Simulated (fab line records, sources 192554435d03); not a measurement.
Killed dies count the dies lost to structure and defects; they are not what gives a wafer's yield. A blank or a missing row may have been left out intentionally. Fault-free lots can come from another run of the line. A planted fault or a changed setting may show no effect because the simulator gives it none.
fab line records | flow n5-finfet
record: lots: 11 | wafers: 33 | last-day: 18
route steps=1938 shown BEOL_M13@1709 BEOL_M14@1728
lots that met no fault: from a run of the same line without faults
start-h: hours from the record's opening day to when the first of the lot's shown wafers began | wait-h: time in hours since the lot's previous step | " the same as in the row above | L1.1+2: a single row standing in for several wafers | - either no value or no given start | * or withheld: withheld | < > ~ a bound
route shown NAME@n: NAME is a module with steps in the file, n the number in the route of the first one | usual: mean/standard deviation taken from wafers without a fault | same: alike in all rows | chamber/n: place in a boat | sites: each site's reading | _std_site: standard deviation across them | _edge_site: mean of outer sites minus mean of inner sites | radius-mm: how far each site lies from the wafer's centre | mask NAME#n: copy n | behind: the last tool/chamber to shape the wafer | hold: what put the lot on hold/how long, in hours/how the hold closed | device: the transistor (n, p or np) that didn't switch | end of line: at the end of the route, the tests of the same wafers | a step with no rows: only its recipe | killed: at the first sort, the dies lost to defects and structure; wafer yield is something else | map: a wafer's dies, marking killed ones x, the rest . and places with no die _
set.NAME: the setting the step ran with; set.NAME@STEP: the setting that earlier step ran with | model.NAME: the simulator's own value behind a step, which no gauge read
a sample of lots followed through the steps of the route, with each step as a table and each wafer as a row
services: from which hour (start-h, from the record's first day; less than 0 if before it) a tool's chamber was out of use, for how many hours, and why
== steps ==
step: N5_BEOL_M13_ANNEAL_48
recipe: temp-c: 225 | time-s: 90 | ambient: N2
usual: wafer_temp_C_max: 226.0/0.37
lot.wafer | tool          | chamber | start-h | wait-h | wafer_temp_C_max
L420.1    | rtp-anneal-02 | 0       | 248.97  | 0.4    | 225.7
L420.2    | "             | 0       | "       | "      | 225.6
L420.4    | "             | 0       | "       | "      | 225.9
L422.3    | rtp-anneal-01 | 0       | 252.33  | 0.2    | 226.3
L422.5    | "             | 0       | "       | "      | 226.3
L422.6    | "             | 0       | "       | "      | 226.9
L421.2    | rtp-anneal-01 | 0       | 258.36  | 0.2    | 226.0
L421.5    | "             | 0       | "       | "      | 226.3
L421.6    | "             | 0       | "       | "      | 226.2
L427.2    | rtp-anneal-01 | 0       | 292.81  | 0.2    | 226.2
L427.5    | "             | 0       | "       | "      | 225.7
L427.6    | "             | 0       | "       | "      | 226.2
L426.1    | rtp-anneal-02 | 0       | 300.70  | 1.4    | 226.1
L426.4    | "             | 0       | "       | "      | 225.7
L426.5    | "             | 0       | "       | "      | 225.7
L428.2    | rtp-anneal-02 | 0       | 301.29  | 1.5    | 225.6
L428.3    | "             | 0       | "       | "      | 225.4
L428.6    | "             | 0       | "       | "      | 225.7
L425.1    | rtp-anneal-01 | 0       | 302.09  | 0.3    | 226.6
L425.3    | "             | 0       | "       | "      | 226.0
L425.5    | "             | 0       | "       | "      | 226.3
L432.2    | rtp-anneal-01 | 0       | 335.72  | 0.2    | 226.7
L432.3    | "             | 0       | "       | "      | 226.7
L432.5    | "             | 0       | "       | "      | 226.4
L439.3    | rtp-anneal-02 | 0       | 365.27  | 0.2    | 225.5
L439.4    | "             | 0       | "       | "      | 225.6
L439.5    | "             | 0       | "       | "      | 225.6
L438.2    | rtp-anneal-02 | 0       | 367.78  | 0.5    | 225.4
L438.3    | "             | 0       | "       | "      | 225.3
L438.5    | "             | 0       | "       | "      | 225.8
L440.3    | rtp-anneal-01 | 0       | 394.08  | 0.2    | 226.0
L440.4    | "             | 0       | "       | "      | 226.4
L440.5    | "             | 0       | "       | "      | 226.2
step: N5_BEOL_M14_INSPECT_12
recipe: mode: adi | inspect-instrument: macro
usual: raw-defect-count: 2.0/1.4
lot.wafer | tool              | chamber | start-h | wait-h | raw-defect-count
L420.1    | defect-inspect-01 | -       | 250.45  | 0.0    | 1
L420.2    | "                 | -       | "       | "      | 4
L420.4    | "                 | -       | "       | "      | 1
L422.3    | defect-inspect-01 | -       | 253.70  | 0.0    | 1
L422.5    | "                 | -       | "       | "      | 3
L422.6    | "                 | -       | "       | "      | 2
L421.2    | defect-inspect-02 | -       | 259.78  | 0.0    | 2
L421.5    | "                 | -       | "       | "      | 1
L421.6    | "                 | -       | "       | "      | 1
L427.2    | defect-inspect-01 | -       | 294.13  | 0.0    | 7
L427.5    | "                 | -       | "       | "      | 4
L427.6    | "                 | -       | "       | "      | 1
L426.1    | defect-inspect-01 | -       | 302.17  | 0.0    | 1
L426.4    | "                 | -       | "       | "      | 3
L426.5    | "                 | -       | "       | "      | 3
L428.2    | defect-inspect-01 | -       | 302.60  | 0.0    | 2
L428.3    | "                 | -       | "       | "      | 2
L428.6    | "                 | -       | "       | "      | 3
L425.1    | defect-inspect-01 | -       | 303.44  | 0.0    | 2
L425.3    | "                 | -       | "       | "      | 3
L425.5    | "                 | -       | "       | "      | 3
L432.2    | defect-inspect-01 | -       | 337.01  | 0.0    | 3
L432.3    | "                 | -       | "       | "      | 1
L432.5    | "                 | -       | "       | "      | 3
L439.3    | defect-inspect-01 | -       | 366.52  | 0.0    | 3
L439.4    | "                 | -       | "       | "      | 2
L439.5    | "                 | -       | "       | "      | 0
L438.2    | defect-inspect-01 | -       | 369.19  | 0.0    | 1
L438.3    | "                 | -       | "       | "      | 6
L438.5    | "                 | -       | "       | "      | 6
L440.3    | defect-inspect-01 | -       | 395.36  | 0.0    | 0
L440.4    | "                 | -       | "       | "      | 2
L440.5    | "                 | -       | "       | "      | 0
step: N5_BEOL_M14_ETCH_59
recipe: chemistry: N2/H2 | target: BARC | target-depth-a: 890 | overetch-a: 267 | time-s: 67.9 | ion-energy-ev: 200 | pressure-mtorr: 30 | source-w: 840 | bias-w: 150 | n2-flow-sccm: 200 | h2-flow-sccm: 200
usual: drypump-motor-current-A: 5.8/0.39 | oes-product-au: 0.69/0.074 | rf-vpp-V: 522.6/2.5 | run-length-s: 91.3/0.5 | showerhead-plenum-p-Torr: 2.50/0.083 | throttle-valve-pct: 17.91/0.27
lot.wafer | tool        | chamber | start-h | wait-h | drypump-motor-current-A | oes-product-au | rf-hours-counter-h | rf-vpp-V | run-length-s | showerhead-plenum-p-Torr | throttle-valve-pct
L420.1    | rie-diel-06 | 3       | 250.52  | 0.0    | 6.2                     | 0.64           | 186                | 520.3    | 90.6         | 2.43                     | 17.97
L420.2    | "           | 2       | "       | "      | 5.9                     | 0.77           | 37                 | 523.8    | 90.7         | 2.47                     | 17.39
L420.4    | "           | 0       | "       | "      | 5.8                     | 0.76           | -                  | 521.9    | 91.6         | 2.48                     | 17.77
L422.3    | rie-diel-05 | 2       | 253.77  | 0.0    | 6.2                     | 0.74           | 33                 | 525.6    | 91.7         | 2.59                     | 17.85
L422.5    | "           | 1       | "       | "      | 5.1                     | 0.76           | -                  | 521.2    | 90.8         | 2.49                     | 17.79
L422.6    | "           | 2       | "       | "      | 6.2                     | 0.75           | -                  | 524.3    | 91.3         | 2.59                     | 17.85
L421.2    | rie-diel-05 | 2       | 259.85  | 0.0    | 6.2                     | 0.75           | 36                 | 525.6    | 91.7         | 2.59                     | 17.85
L421.5    | "           | 1       | "       | "      | 5.1                     | 0.76           | -                  | 523.2    | 90.9         | 2.49                     | 17.78
L421.6    | "           | 2       | "       | "      | 6.3                     | 0.74           | -                  | 525.3    | 91.3         | 2.59                     | 17.84
L427.2    | rie-diel-06 | 3       | 294.26  | 0.0    | 6.2                     | 0.62           | 203                | 519.1    | 90.7         | 2.42                     | 18.00
L427.5    | "           | 0       | "       | "      | 5.8                     | 0.74           | -                  | 523.4    | 91.4         | 2.47                     | 17.78
L427.6    | "           | 3       | "       | "      | 6.2                     | 0.62           | -                  | 520.3    | 90.7         | 2.42                     | 17.99
L426.1    | rie-diel-05 | 3       | 302.24  | 0.0    | 5.7                     | 0.81           | 6                  | 522.2    | 91.8         | 2.49                     | 17.57
L426.4    | "           | 2       | "       | "      | 6.2                     | 0.71           | 54                 | 524.8    | 91.3         | 2.58                     | 17.88
L426.5    | "           | 0       | "       | "      | 5.7                     | 0.68           | -                  | 521.7    | 91.5         | 2.46                     | 17.78
L428.2    | rie-diel-05 | 0       | 302.98  | 0.0    | 5.6                     | 0.69           | 102                | 522.6    | 91.8         | 2.46                     | 17.78
L428.3    | "           | 3       | "       | "      | 5.7                     | 0.81           | 6                  | 521.2    | 91.7         | 2.49                     | 17.57
L428.6    | "           | 3       | "       | "      | 5.7                     | 0.81           | -                  | 523.3    | 91.4         | 2.49                     | 17.59
L425.1    | rie-diel-02 | 3       | 303.84  | 0.0    | 6.1                     | 0.59           | 242                | 518.5    | 90.7         | 2.41                     | 18.47
L425.3    | "           | 1       | "       | "      | 5.0                     | 0.60           | 230                | 520.1    | 91.8         | 2.41                     | 17.97
L425.5    | "           | 1       | "       | "      | 5.0                     | 0.60           | -                  | 518.4    | 91.7         | 2.41                     | 17.95
L432.2    | rie-diel-05 | 2       | 337.73  | 0.0    | 6.2                     | 0.76           | 67                 | 524.6    | 87.1         | 2.57                     | 17.93
L432.3    | "           | 1       | "       | "      | 5.1                     | 0.72           | 83                 | 521.3    | 91.0         | 2.48                     | 17.85
L432.5    | "           | 3       | "       | "      | 5.8                     | 0.84           | -                  | 522.9    | 86.9         | 2.48                     | 17.64
L439.3    | rie-diel-06 | 2       | 366.66  | 0.0    | 5.9                     | 0.72           | 81                 | 520.6    | 90.9         | 2.46                     | 17.44
L439.4    | "           | 3       | "       | "      | 6.2                     | 0.61           | 230                | 518.6    | 91.0         | 2.41                     | 18.04
L439.5    | "           | 3       | "       | "      | 6.1                     | 0.61           | -                  | 520.5    | 90.7         | 2.41                     | 18.04
L438.2    | rie-diel-05 | 3       | 369.31  | 0.0    | 5.8                     | 0.81           | 32                 | 523.7    | 86.8         | 2.48                     | 17.65
L438.3    | "           | 1       | "       | "      | 5.1                     | 0.71           | 92                 | 521.2    | 90.8         | 2.47                     | 17.85
L438.5    | "           | 1       | "       | "      | 5.1                     | 0.76           | -                  | 520.8    | 85.5         | 2.47                     | 17.87
L440.3    | rie-diel-02 | 3       | 395.43  | 0.0    | 6.1                     | 0.79           | 19                 | 527.4    | 90.6         | 2.71                     | 18.08
L440.4    | "           | 1       | "       | "      | 5.0                     | 0.80           | -                  | 528.9    | 91.7         | 2.72                     | 17.56
L440.5    | "           | 0       | "       | "      | 5.9                     | 0.76           | -                  | 528.6    | 91.3         | 2.70                     | 17.78
step: N5_BEOL_M14_STRIP_63
recipe: chemistry: O2 | power-w: 600 | temp-c: 60 | pressure-mtorr: 30 | rf-frequency-hz: 6e+07 | bias-power-w: 0 | overash-fraction: 0.3 | o2-flow-sccm: 225
usual: drypump-motor-current-A: 5.8/0.39 | oes-product-au: 0.80/0.092 | rf-vpp-V: 3.6/0.83 | showerhead-plenum-p-Torr: 2.06/0.07 | throttle-valve-pct: 16.68/0.27
lot.wafer | tool        | chamber | start-h | wait-h | drypump-motor-current-A | oes-product-au | rf-hours-counter-h | rf-vpp-V | showerhead-plenum-p-Torr | throttle-valve-pct
L420.1    | rie-diel-06 | 3       | -       | -      | 6.2                     | 0.74           | 186                | 5.0      | 2.00                     | 16.81
L420.2    | "           | 2       | "       | "      | 5.9                     | 0.91           | 37                 | 3.2      | 2.06                     | 16.29
L420.4    | "           | 0       | "       | "      | 5.8                     | 0.89           | -                  | 3.8      | 2.05                     | 16.54
L422.3    | rie-diel-05 | 2       | -       | -      | 6.2                     | 0.88           | 33                 | 4.3      | 2.13                     | 16.61
L422.5    | "           | 1       | "       | "      | 5.1                     | 0.88           | -                  | 2.7      | 2.04                     | 16.42
L422.6    | "           | 2       | "       | "      | 6.2                     | 0.89           | -                  | 3.6      | 2.13                     | 16.61
L421.2    | rie-diel-05 | 2       | -       | -      | 6.2                     | 0.87           | 36                 | 3.3      | 2.13                     | 16.63
L421.5    | "           | 1       | "       | "      | 5.1                     | 0.89           | -                  | 3.7      | 2.04                     | 16.41
L421.6    | "           | 2       | "       | "      | 6.2                     | 0.87           | -                  | 2.1      | 2.13                     | 16.62
L427.2    | rie-diel-06 | 3       | -       | -      | 6.1                     | 0.72           | 203                | 3.9      | 2.00                     | 16.83
L427.5    | "           | 0       | "       | "      | 5.8                     | 0.86           | -                  | 2.8      | 2.04                     | 16.60
L427.6    | "           | 3       | "       | "      | 6.2                     | 0.73           | -                  | 3.6      | 2.00                     | 16.86
L426.1    | rie-diel-05 | 3       | -       | -      | 5.7                     | 0.96           | 6                  | 2.4      | 2.05                     | 16.33
L426.4    | "           | 2       | "       | "      | 6.2                     | 0.85           | 54                 | 3.6      | 2.12                     | 16.67
L426.5    | "           | 0       | "       | "      | 5.6                     | 0.80           | -                  | 6.0      | 2.02                     | 16.54
L428.2    | rie-diel-05 | 0       | -       | -      | 5.6                     | 0.80           | 102                | 3.2      | 2.02                     | 16.55
L428.3    | "           | 3       | "       | "      | 5.8                     | 0.96           | 6                  | 3.3      | 2.05                     | 16.33
L428.6    | "           | 3       | "       | "      | 5.8                     | 0.96           | -                  | 3.9      | 2.05                     | 16.32
L425.1    | rie-diel-02 | 3       | -       | -      | 6.1                     | 0.68           | 242                | 2.2      | 1.97                     | 17.24
L425.3    | "           | 1       | "       | "      | 5.0                     | 0.69           | 230                | 2.9      | 1.98                     | 16.73
L425.5    | "           | 1       | "       | "      | 5.0                     | 0.68           | -                  | 4.3      | 1.98                     | 16.74
L432.2    | rie-diel-05 | 2       | -       | -      | 6.2                     | 0.82           | 67                 | 3.7      | 2.12                     | 16.65
L432.3    | "           | 1       | "       | "      | 5.1                     | 0.83           | 83                 | 3.3      | 2.02                     | 16.48
L432.5    | "           | 3       | "       | "      | 5.7                     | 0.92           | -                  | 4.1      | 2.04                     | 16.36
L439.3    | rie-diel-06 | 2       | -       | -      | 5.9                     | 0.84           | 81                 | 3.0      | 2.04                     | 16.39
L439.4    | "           | 3       | "       | "      | 6.1                     | 0.71           | 230                | 4.0      | 1.99                     | 16.90
L439.5    | "           | 3       | "       | "      | 6.2                     | 0.70           | -                  | 3.0      | 1.99                     | 16.90
L438.2    | rie-diel-05 | 3       | -       | -      | 5.8                     | 0.89           | 32                 | 1.8      | 2.04                     | 16.40
L438.3    | "           | 1       | "       | "      | 5.1                     | 0.84           | 92                 | 4.3      | 2.02                     | 16.48
L438.5    | "           | 1       | "       | "      | 5.1                     | 0.84           | -                  | 4.1      | 2.02                     | 16.50
L440.3    | rie-diel-02 | 3       | -       | -      | 6.1                     | 0.90           | 20                 | 5.4      | 2.23                     | 16.83
L440.4    | "           | 1       | "       | "      | 5.0                     | 0.95           | -                  | 4.0      | 2.23                     | 16.29
L440.5    | "           | 0       | "       | "      | 5.9                     | 0.88           | -                  | 2.9      | 2.23                     | 16.53
== services ==
tool          | chamber | start-h | hours | kind
rie-diel-02   | -       | 243.77  | 0.4   | repair
rie-diel-05   | 0       | 246.43  | 14.1  | repair
rie-diel-06   | 1       | 249.84  | 9.5   | repair
rie-diel-05   | 3       | 260.62  | -     | clean
rie-diel-05   | 3       | 260.62  | -     | consumable-replace:focus-ring
rie-diel-05   | 3       | 260.62  | 24.3  | scheduled-down
rie-diel-05   | 3       | 260.62  | 24.3  | vent-cycle
rie-diel-06   | 0       | 274.73  | 1.6   | repair
rie-diel-06   | 0       | 276.83  | 7.2   | repair
rie-diel-02   | 0       | 286.55  | 12.4  | repair
rtp-anneal-01 | -       | 295.09  | 4.3   | pm
rie-diel-02   | -       | 320.74  | 3.6   | repair
rie-diel-02   | 3       | 326.28  | -     | clean
rie-diel-02   | 3       | 326.28  | -     | consumable-replace:focus-ring
rie-diel-02   | 3       | 326.28  | -     | consumable-replace:showerhead
rie-diel-02   | 3       | 326.28  | 17.4  | scheduled-down
rie-diel-02   | 3       | 326.28  | 17.4  | vent-cycle
rie-diel-02   | 2       | 328.81  | 3.2   | repair
rie-diel-06   | 1       | 352.27  | 2.4   | repair
rie-diel-02   | 1       | 362.03  | 1.3   | repair
rie-diel-05   | 2       | 366.19  | 1.2   | repair
rie-diel-06   | 2       | 368.01  | 12.3  | repair
rie-diel-02   | 3       | 386.31  | 2.8   | repair
rie-diel-05   | 1       | 392.31  | 7.0   | repair
== key ==
first-sign: step: N5_BEOL_M14_ETCH_59 | reading: run-length-s | direction: down | sigmas: 9.5 | usual: * | struck: *
effect none on later readings
met-at N5_BEOL_M14_ETCH_59
struck-lots L432,L438
struck-wafers L432.2,L432.5,L438.2,L438.5
not-acting-at N5_BEOL_M13_ANNEAL_48,N5_BEOL_M14_INSPECT_12,N5_BEOL_M14_STRIP_63
onset-between 302.98 337.73
fault: kind: process-parameter-drift | tool: rie-diel-05 | chamber: - | onset-h: 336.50 | steps: N5_BEOL_M14_ETCH_59 | channel: time-s | offset: * | shape: step | end-h: 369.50 | scope: struck-wafers-only | acts-in: * | stated: *
